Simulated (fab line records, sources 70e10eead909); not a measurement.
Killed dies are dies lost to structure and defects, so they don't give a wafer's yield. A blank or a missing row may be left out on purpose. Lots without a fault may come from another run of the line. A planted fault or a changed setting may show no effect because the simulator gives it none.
Problem report in the 8D (eight disciplines) form, filled by code | flow nand_harc | the parts of the form that need people (team, actions taken, sign-off) are left out

1. THE PROBLEM
killed_at_array at NHARC_END_SORT_01 reads a mean of 673 on 6 wafers of 2 lots; wafers without a fault read 59 with a standard deviation of 21. That is +29 standard deviations from the usual mean.
First seen on wafer L336.1, day 32 20:58, on prober-02. The record holds 6 wafers of 2 lots with a number at this step. Rule for "out", or "out of limits": more than 4 standard deviations from the usual mean. The other wafers with a number count as sound.

2. WHAT IT IS AND WHAT IT IS NOT
question                    | is                           | is not
which readings at this step | killed_at_array, killed_dies | killed_at_periphery, killed_open, killed_short
which lots                  | L336, L337                   | -
which wafers of those lots  | all that have a number       | -
read on which gauges        | prober-02                    | -
when                        | from day 32 20:58            | up to then (0 sound wafers)

3. SUSPECTS, AND WHAT RULES EACH OUT
Counting: a tool at a process step up to the reading stays a suspect if it ran every lot that is out and no sound lot after the first of them.
- the gauge at NHARC_END_SORT_01: kept. All the wafers that are out were read on prober-02, and no step on other tools shows them out.
- har_cap_etch-03 at NHARC_A_CONTACT_ETCH_119 (etches the open film in C4F8/O2/Ar, time 190 s, target depth 1850 nm): kept. It ran every lot that is out, first L336 (day 29 19:06), and no sound lot after that.
- har_cap_etch-03 at NHARC_A_CONTACT_ETCH_120 (etches the open film in C4F8/O2/Ar, time 190 s, target depth 1850 nm): kept. It ran every lot that is out, first L336 (day 29 19:16), and no sound lot after that.
- har_cap_etch-03 at NHARC_A_CONTACT_ETCH_123 (etches the open film in C4F8/O2/Ar, time 490 s, target depth 2110 nm): kept. It ran every lot that is out, first L336 (day 29 19:51), and no sound lot after that.
Left after counting: har_cap_etch-03 at NHARC_A_CONTACT_ETCH_119, har_cap_etch-03 at NHARC_A_CONTACT_ETCH_120, har_cap_etch-03 at NHARC_A_CONTACT_ETCH_123, prober-02 at NHARC_END_SORT_01.

4. THE CAUSE (what the simulator had put in)
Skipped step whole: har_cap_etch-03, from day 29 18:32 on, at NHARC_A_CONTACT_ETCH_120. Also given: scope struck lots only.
Counting left 4 suspects, and this tool is among them.

5. THE CHAIN OF EFFECTS, in route order
Each row: a reading whose mean over the struck wafers that have a number lies more than 3 standard deviations from the usual. Only readings for which the record gives a usual standard deviation are gone through. hours: the time from each lot's start at the first step in this table that gives one to its start at this step, as a median over the lots. sigmas: the change in usual standard deviations.
hours | step              | reading         | usual | on struck wafers | change | sigmas
0     | NHARC_END_SORT_01 | killed_at_array | 59    | 673              | +614   | +29
0     | NHARC_END_SORT_01 | killed_dies     | 64    | 677              | +613   | +29
Readings that are blank on the struck wafers while sound wafers have them: chamber_pressure_mTorr at NHARC_A_CONTACT_ETCH_120; oes_air_line_au at NHARC_A_CONTACT_ETCH_120.

6. WHAT WOULD HAVE CAUGHT IT SOONER
In this record the first reading out of limits at a measuring or inspecting step was taken at day 32 20:58, 74 hours after the fault began at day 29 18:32.
At NHARC_A_CONTACT_ETCH_120 the tool's readings are blank on the struck wafers, where sound wafers have them: an empty tool record is the first sign, and it was there at once.
All the lots that are out (2) had begun NHARC_A_CONTACT_ETCH_120 on har_cap_etch-03 by day 32 20:58. A hold on the tool at that time would have spared none of them.
